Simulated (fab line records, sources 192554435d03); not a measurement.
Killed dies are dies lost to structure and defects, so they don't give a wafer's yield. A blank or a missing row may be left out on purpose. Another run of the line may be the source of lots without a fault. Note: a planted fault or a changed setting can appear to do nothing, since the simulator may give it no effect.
Split-lot trial + flow n5_finfet + 7 lots, 39 wafers read, on a route of 1938 steps

== SPLIT DETAILS ==
At N5_DUMMY_GATE_ETCH_31 (etches SiO2 in C4F6/O2, target depth 82.5 nm, time 27.5 s), the setting target_depth_a was moved away from the recipe's 825 angstrom on 15 of the 39 wafers read, by -10.7% to +9.5%. For the rest of the wafers, this setting stayed at what the recipe calls for.

The split's own step is where the reading is taken.

== THE READING ==
etch.depth_nm (the simulator's own value, which no gauge read), in nm, at N5_DUMMY_GATE_ETCH_31 (etches SiO2 in C4F6/O2, target depth 82.5 nm, time 27.5 s). The file gives no usual value for it. The 24 wafers here that ran the recipe average 81.65 nm, standard deviation 1.8 nm.

| wafer  | tool, chamber at the split | target_depth_a as run, angstrom | against the recipe | etch.depth_nm, nm | against lot-mates on the recipe |
|--------|----------------------------|---------------------------------|--------------------|-------------------|---------------------------------|
| L078.1 | rie_diel-04, 2             | 737.1                           | -10.7%             | 72.99             | -8.82                           |
| L078.2 | rie_diel-04, 3             | 737.1                           | -10.7%             | 72.82             | -8.99                           |
| L078.3 | rie_diel-04, 1             | 825                             | recipe             | 83.77             | -                               |
| L078.4 | rie_diel-04, 0             | 737.1                           | -10.7%             | 71.8              | -10.01                          |
| L078.5 | rie_diel-04, 3             | 825                             | recipe             | 81.92             | -                               |
| L078.6 | rie_diel-04, 0             | 825                             | recipe             | 79.74             | -                               |
| L080.1 | rie_diel-02, 1             | 899.8                           | +9.1%              | 92.19             | +11.00                          |
| L080.2 | rie_diel-02, 3             | 899.8                           | +9.1%              | 92.8              | +11.61                          |
| L080.3 | rie_diel-02, 2             | 825                             | recipe             | 79.25             | -                               |
| L080.4 | rie_diel-02, 0             | 899.8                           | +9.1%              | 90.98             | +9.79                           |
| L080.5 | rie_diel-02, 2             | 825                             | recipe             | 79.42             | -                               |
| L080.6 | rie_diel-02, 1             | 825                             | recipe             | 84.9              | -                               |
| L086.1 | rie_diel-04, 1             | 825                             | recipe             | 83                | -                               |
| L086.2 | rie_diel-04, 2             | 825                             | recipe             | 80.78             | -                               |
| L086.3 | rie_diel-04, 0             | 825                             | recipe             | 80.67             | -                               |
| L086.4 | rie_diel-04, 3             | 825                             | recipe             | 82.25             | -                               |
| L086.5 | rie_diel-04, 1             | 825                             | recipe             | 84.23             | -                               |
| L086.6 | rie_diel-04, 2             | 825                             | recipe             | 80.26             | -                               |
| L090.1 | rie_diel-04, 3             | 825                             | recipe             | 81.49             | -                               |
| L090.2 | rie_diel-04, 2             | 825                             | recipe             | 80.04             | -                               |
| L090.6 | rie_diel-04, 1             | 825                             | recipe             | 84.16             | -                               |
| L095.1 | rie_diel-04, 2             | 892.9                           | +8.2%              | 86.86             | +4.93                           |
| L095.2 | rie_diel-04, 1             | 825                             | recipe             | 82.81             | -                               |
| L095.3 | rie_diel-04, 0             | 825                             | recipe             | 81.32             | -                               |
| L095.4 | rie_diel-04, 3             | 892.9                           | +8.2%              | 87.65             | +5.72                           |
| L095.5 | rie_diel-04, 2             | 892.9                           | +8.2%              | 86.45             | +4.52                           |
| L095.6 | rie_diel-04, 3             | 825                             | recipe             | 81.65             | -                               |
| L096.1 | rie_diel-04, 2             | 903.6                           | +9.5%              | 87.97             | +7.01                           |
| L096.2 | rie_diel-04, 1             | 825                             | recipe             | 81.81             | -                               |
| L096.3 | rie_diel-04, 0             | 903.6                           | +9.5%              | 89.35             | +8.39                           |
| L096.4 | rie_diel-04, 3             | 903.6                           | +9.5%              | 88.33             | +7.37                           |
| L096.5 | rie_diel-04, 2             | 825                             | recipe             | 79                | -                               |
| L096.6 | rie_diel-04, 1             | 825                             | recipe             | 82.07             | -                               |
| L097.1 | rie_diel-02, 3             | 825                             | recipe             | 83.56             | -                               |
| L097.2 | rie_diel-02, 1             | 869.6                           | +5.4%              | 87.24             | +5.52                           |
| L097.3 | rie_diel-02, 0             | 869.6                           | +5.4%              | 87.47             | +5.75                           |
| L097.4 | rie_diel-02, 2             | 825                             | recipe             | 78.58             | -                               |
| L097.5 | rie_diel-02, 0             | 825                             | recipe             | 83.01             | -                               |
| L097.6 | rie_diel-02, 3             | 869.6                           | +5.4%              | 88.23             | +6.51                           |

THE FIT
A straight line over all 39 wafers: etch.depth_nm changes by +0.865 nm for each +1% of target_depth_a; r = +0.93; the points scatter about the line by 1.8 nm.
The same after taking each lot's own level away (the mean of its wafers on the recipe; 39 wafers): +0.89 nm for each +1%; r = +0.93; scatter 1.8 nm.
According to that fit, moving target_depth_a by its largest amount changes the reading by 9.5 nm.
Across the lots, their own levels run from 80.960 to 81.927 nm, a range of 0.5 times the standard deviation given above.
Consequently the slope shifts little with the lot-to-lot level, the two slopes agreeing.
Check: -9.53 nm against its lot-mates is what the line predicts for one of the wafers moved furthest among these (-10.7%) when that wafer is left out of the fit. It came out at -8.82 nm against them.

== FILE'S OWN FIT ==
etch.depth_nm changes by +0.894 nm for each +1% of target_depth_a, r = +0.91.
